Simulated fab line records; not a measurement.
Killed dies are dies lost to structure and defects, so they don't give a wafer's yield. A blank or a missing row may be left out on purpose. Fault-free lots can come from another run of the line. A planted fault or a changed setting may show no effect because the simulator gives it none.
Chamber matching    flow nand-harc    NHARC_P_M2_STRIP_18 on rie-diel-02: 4 sister chambers
The step strips in N2/H2. 30 wafers are shown with their chamber, then 12 later ones without.

WAFERS WITH THEIR CHAMBER
wafer   chamber  drypump-motor-current-A (A)  oes-product-au (a.u.)  rf-fwd-power-W (W)
L074.1  2        4.9                          0.979                  996
L074.5  2        4.9                          0.993                  989
L074.6  1        5.7                          0.981                  992
L075.1  1        5.7                          0.990                  992
L075.4  3        5.3                          1.006                  997
L075.5  2        4.9                          0.999                  1003
L078.1  0        5.3                          0.981                  987
L078.3  3        5.3                          0.997                  1001
L078.6  1        5.7                          0.993                  998
L079.3  1        5.7                          1.006                  997
L079.4  0        5.3                          0.996                  997
L079.5  1        5.7                          1.007                  993
L083.1  2        4.9                          1.005                  995
L083.2  0        5.2                          1.022                  1001
L083.6  2        4.9                          0.999                  1005
L084.1  2        4.9                          0.997                  997
L084.5  2        4.9                          0.989                  997
L084.6  0        5.3                          1.018                  995
L087.1  2        4.9                          0.987                  999
L087.5  3        5.3                          0.978                  994
L087.6  2        4.9                          0.984                  998
L086.2  3        5.3                          0.994                  995
L086.4  1        5.7                          0.987                  997
L086.6  2        4.9                          1.005                  1002
L088.1  3        5.2                          0.984                  1000
L088.3  2        4.9                          1.003                  998
L088.6  1        5.7                          0.983                  996
L089.2  1        5.7                          0.986                  996
L089.3  0        5.2                          1.019                  1003
L089.5  3        5.3                          0.992                  999

SIGNATURES (means of the wafers above)
reading                  chamber 0  chamber 1  chamber 2  chamber 3  scatter within a chamber
drypump-motor-current-A  5.260      5.700      4.900      5.283      0.028
oes-product-au           1.00720    0.99162    0.99455    0.99183    0.0112
rf-fwd-power-W           996.60     995.12     998.09     997.67     4.03
Rule: for each reading, subtract the chamber's mean from the wafer's reading, divide by that reading's scatter and square the result; add these up over the readings and take the root, which gives the wafer's distance from the chamber. The wafer belongs to the nearest chamber; if the next one is less than 2 further off, it can't be placed. The scatter: the root of (the sum of the squares of (reading less its chamber's mean) over the shown wafers, divided by (wafers less chambers)).

WAFERS WITHOUT THEIR CHAMBER
wafer   drypump-motor-current-A (A)  oes-product-au (a.u.)  rf-fwd-power-W (W)
L090.2  5.3                          1.004                  993
L090.3  4.9                          1.002                  995
L090.4  5.7                          0.983                  988
L091.2  5.2                          1.002                  1001
L091.5  5.3                          0.995                  1000
L091.6  4.9                          0.999                  997
L095.3  5.2                          1.001                  998
L095.5  4.9                          0.994                  998
L095.6  5.7                          0.978                  997
L096.1  5.3                          0.994                  993
L096.2  5.7                          0.974                  997
L096.5  5.7                          0.981                  996

WHICH CHAMBER EACH ONE RAN IN
wafer   from the rows above      in truth
L090.2  can't be placed: 3 or 0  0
L090.3  2                        2
L090.4  1                        1
L091.2  can't be placed: 0 or 3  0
L091.5  can't be placed: 3 or 0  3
L091.6  2                        2
L095.3  can't be placed: 0 or 3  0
L095.5  2                        2
L095.6  1                        1
L096.1  can't be placed: 3 or 0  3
L096.2  1                        1
L096.5  1                        1
Correctly placed: 7 of 12. These rows do not allow placing 5 (true chamber among the candidates in 5). 0 placed wrongly.
